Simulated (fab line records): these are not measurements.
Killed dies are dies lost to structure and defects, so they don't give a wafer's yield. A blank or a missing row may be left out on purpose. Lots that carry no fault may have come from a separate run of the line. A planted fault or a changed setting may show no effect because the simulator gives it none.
Chamber matching -- flow n5Finfet -- rieSi-04 running N5_DUMMY_GATE_ETCH_23: 4 sister chambers
The step etches poly-Si in HBr/Cl2/O2, target depth 41 nm, time 22.3 s. 7 wafers are shown with their chamber, then 6 later ones without.

## WAFERS PAIRED WITH THEIR CHAMBERS
wafer,chamber,throttleValvePct (%),drypumpMotorCurrentA (A)
L082.6,2,37.84,5.5
L090.2,0,37.22,5.0
L090.4,3,36.97,6.0
L090.6,1,37.12,5.4
L093.2,0,37.23,5.0
L093.4,1,37.12,5.4
L093.5,3,36.97,6.1

## WAFERS WITHOUT THEIR CHAMBER
wafer,throttleValvePct (%),drypumpMotorCurrentA (A)
L096.2,37.23,5.0
L096.4,37.84,5.5
L096.6,37.21,5.0
L097.4,37.22,5.0
L097.5,37.12,5.4
L097.6,37.85,5.5

## CHAMBER TAKEN BY EACH
wafer,from the rows above,in truth
L096.2,0,0
L096.4,2,2
L096.6,0,0
L097.4,0,0
L097.5,1,1
L097.6,2,2
Correctly placed: 6 of 6. Can't be placed from these rows: 0. 0 placed wrongly.
How it was worked out, from the rows above alone: a wafer's distance from a chamber is the root of the sum, over the readings, of the square of ((its reading less the chamber's mean) divided by the reading's scatter). If the next closest chamber is less than 2 further off than the closest, the wafer can't be placed; otherwise it belongs to the closest. Each chamber's mean is taken over the wafers shown for it. How the scatter is found: for the shown wafers, subtract from each reading the mean of its chamber, square and add these, divide the total by (wafers less chambers), then take the root.
